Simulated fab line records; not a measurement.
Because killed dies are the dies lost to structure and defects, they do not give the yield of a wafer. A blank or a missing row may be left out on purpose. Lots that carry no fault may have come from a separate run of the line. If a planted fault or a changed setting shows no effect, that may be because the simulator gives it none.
Chamber matching ; flow nand harc ; NHARC_A_CONTACT_ETCH_110 on rie diel-09: 4 sister chambers
The step etches the open film in CF4/O2, target depth 60 nm, overetch 6 nm, time 33 s. 8 wafers are shown with their chamber, then 12 later ones without.

EACH WAFER AND ITS CHAMBER
wafer;chamber;showerhead plenum p Torr (Torr);drypump motor current A (A)
L090.3;1;1.30;6.4
L090.4;2;1.25;5.8
L091.2;3;1.40;5.8
L091.4;0;1.27;5.6
L091.5;3;1.40;5.8
L092.1;1;1.29;6.4
L092.3;2;1.25;5.9
L092.6;0;1.27;5.5

WAFERS WITHOUT THEIR CHAMBER
wafer;showerhead plenum p Torr (Torr);drypump motor current A (A)
L093.1;1.25;5.8
L093.4;1.29;6.5
L093.6;1.27;5.6
L094.1;1.25;5.9
L094.2;1.27;5.5
L094.4;1.40;5.9
L095.1;1.29;6.4
L095.3;1.27;5.5
L095.5;1.29;6.5
L096.2;1.25;5.8
L096.5;1.29;6.4
L096.6;1.25;5.8

WHICH CHAMBER EACH ONE RAN IN
wafer;from the rows above;in truth
L093.1;2;2
L093.4;1;1
L093.6;0;0
L094.1;2;2
L094.2;0;0
L094.4;3;3
L095.1;1;1
L095.3;0;0
L095.5;1;1
L096.2;2;2
L096.5;1;1
L096.6;2;2
Correctly placed: 12 of 12. From these rows, 0 cannot be placed. Wrongly placed: 0.
How it was worked out, from the rows above alone: a wafer's distance from a chamber is the root of the sum, over the readings, of the square of ((its reading less the chamber's mean) divided by the reading's scatter). If the next closest chamber is less than 2 further off than the closest, the wafer can't be placed; otherwise it belongs to the closest. For every chamber, the mean is computed from those of its wafers that are shown. The scatter is the square root of a quotient: the sum, over the shown wafers, of each reading's squared deviation from its chamber's mean, divided by wafers minus chambers.
